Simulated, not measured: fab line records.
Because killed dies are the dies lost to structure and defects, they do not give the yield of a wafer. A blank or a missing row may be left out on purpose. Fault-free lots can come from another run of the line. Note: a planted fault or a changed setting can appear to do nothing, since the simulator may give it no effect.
Chamber matching + flow nand harc + NHARC_A_WL_FILL_ALD_02 on ald metal-03 has 4 sister chambers
The step deposits TiN, target thk 2 nm, pulse time 3 s, ald cycles 100. 4 wafers are shown with their chamber, then 10 later ones without.

## WAFERS WITH THEIR CHAMBER
| wafer  | chamber | heater power w (W) |
|--------|---------|--------------------|
| L080.6 | 2       | 1114               |
| L086.5 | 3       | 1151               |
| L089.2 | 1       | 1131               |
| L089.3 | 0       | 1164               |

## WAFERS WITH NO CHAMBER GIVEN
| wafer  | heater power w (W) |
|--------|--------------------|
| L089.6 | 1175               |
| L090.1 | 1159               |
| L090.3 | 1179               |
| L090.5 | 1147               |
| L094.1 | 1170               |
| L094.4 | 1148               |
| L094.6 | 1162               |
| L095.2 | 1147               |
| L095.3 | 1124               |
| L095.6 | 1178               |

## WHICH CHAMBER EACH WENT THROUGH
| wafer  | from the rows above          | in truth |
|--------|------------------------------|----------|
| L089.6 | can't be placed: 0 or 3      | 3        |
| L090.1 | can't be placed: 0 or 3      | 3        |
| L090.3 | can't be placed: 0 or 3      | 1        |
| L090.5 | can't be placed: 3 or 1 or 0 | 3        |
| L094.1 | can't be placed: 0 or 3      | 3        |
| L094.4 | can't be placed: 3 or 0 or 1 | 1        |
| L094.6 | can't be placed: 0 or 3      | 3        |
| L095.2 | can't be placed: 3 or 1 or 0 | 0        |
| L095.3 | can't be placed: 1 or 2      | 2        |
| L095.6 | can't be placed: 0 or 3      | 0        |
Placed correctly: 0 of 10. Can't be placed from these rows: 10 (the true chamber is among the candidates in 9). 0 placed wrongly.
How it was worked out, from the rows above alone: a wafer's distance from a chamber is the root of the sum, over the readings, of the square of ((its reading less the chamber's mean) divided by the reading's scatter). If the next closest chamber is less than 2 further off than the closest, the wafer can't be placed; otherwise it belongs to the closest. For every chamber, the mean is computed from those of its wafers that are shown. The scatter: with one shown wafer a chamber, the root of the mean of the squares of how far each hidden wafer lies from its nearest shown one.
